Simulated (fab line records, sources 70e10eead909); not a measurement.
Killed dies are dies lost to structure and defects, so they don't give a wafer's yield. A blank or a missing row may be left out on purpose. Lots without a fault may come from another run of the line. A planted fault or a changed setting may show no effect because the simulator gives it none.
A struck lot beside a sound one | flow nand_harc | 14 steps out of a route of 1302
Sound: wafers L784.2, L784.5, L784.6. Struck: wafer L781.6. (L781.1, L781.3 of the same lot were not struck and are left out.) The cause comes at the end.
At each step with rows: each side's tool, then ch and its chambers, then its first start. Under that, the readings that differ: sound wafers | struck wafers | difference of the means | sigmas: that difference in standard deviations of wafers without a fault.
alike: readings whose means differ by less than 2 such deviations, and words and numbers that are the same on both sides. not compared: withheld readings, readings that some wafer has no value for, bounds like >300 that may hide the same value, and numbers for which the record gives no deviation and whose values overlap.
The two part at a step that has a row with sigmas, a row that says differs or no value, or rows on one side only. Numbers that don't overlap but have no deviation are shown without sigmas and don't part them. A reading that every wafer of one side lacks parts them only if that side has two wafers or more.

first, 6 steps without rows for these wafers: NHARC_A_DECK1_JOINT_CVD_34 (deposits SiNx, target thk 20 nm); NHARC_A_DECK1_JOINT_DEP_06 (deposits SiOx, target thk 80 nm); NHARC_A_DECK1_JOINT_CURE_26 (time 32 s); NHARC_A_DECK1_JOINT_ANNEAL_27 (time 3600 s); NHARC_A_DECK1_JOINT_ANNEAL_28 (time 1800 s); NHARC_A_DECK1_JOINT_ANNEAL_29 (time 1800 s).
NHARC_A_DECK1_JOINT_CMP_02: polishes SiOx.
  sound on cmp-04 ch 2,3, day 18 20:47; struck on cmp-03 ch 1, day 17 13:03
  alike: motor_current_A
then, 1 step without rows for these wafers: NHARC_A_DECK1_JOINT_SRD_15.
NHARC_A_DECK1_JOINT_DEP_16: deposits SiO2, target thk 45 nm.
  sound on pecvd-03 ch 1,2, day 18 21:10; struck on pecvd-01 ch 2, day 17 13:28
  alike: heater_power_outer_w, heater_power_w, showerhead_vpp_V, throttle_valve_pct
  not compared: since_wet_clean_h
NHARC_A_DECK1_JOINT_THK_MEAS_17: measures by ellipsometry.
  sound on film_metro-02, day 18 21:27; struck on film_metro-02, day 17 13:44
  alike: thk_nm
NHARC_A_DECK1_JOINT_INSPECT_05:
  sound on defect_inspect-02, day 18 21:29; struck on defect_inspect-02, day 17 13:46
  alike: raw_defect_count
NHARC_A_ONON_D2_DEP_00: target thk 1000 nm.
  sound on pecvd_onon-04 ch 0, day 18 21:43; struck on pecvd_onon-02 ch 0, day 17 13:50
NHARC_A_ONON_D2_THK_MEAS_02: measures by ellipsometry.
  sound on film_metro-02, day 18 22:10; struck on film_metro-01, day 17 14:31
  reading     | sound       | struck | difference | sigmas
  thk_nm (nm) | 997 997 995 | 728    | -268       | -27
  not compared: hold
-- the record jumps here: 12 days lie between the struck wafers' starts before and after (it left off in module A_ONON_D2 and takes up again in module END, whose first step shown is number 1302 of the route) --
NHARC_END_SORT_01:
  sound on prober-02 ch 0, day 30 13:04; struck on prober-02 ch 0, day 29 22:51
  reading         | sound    | struck                   | difference                   | sigmas
  hold            | - - -    | await_dispo/1.2h/release | no value on the sound wafers |
  killed_at_array | 58 80 54 | 672                      | +608                         | +38
  killed_dies     | 63 83 59 | 677                      | +609                         | +38
  alike: killed_at_other, killed_at_periphery, killed_open, killed_short

WHERE THEY PART
First at NHARC_A_ONON_D2_THK_MEAS_02; last, within this record, at NHARC_END_SORT_01.

WHY: what the simulator had put in
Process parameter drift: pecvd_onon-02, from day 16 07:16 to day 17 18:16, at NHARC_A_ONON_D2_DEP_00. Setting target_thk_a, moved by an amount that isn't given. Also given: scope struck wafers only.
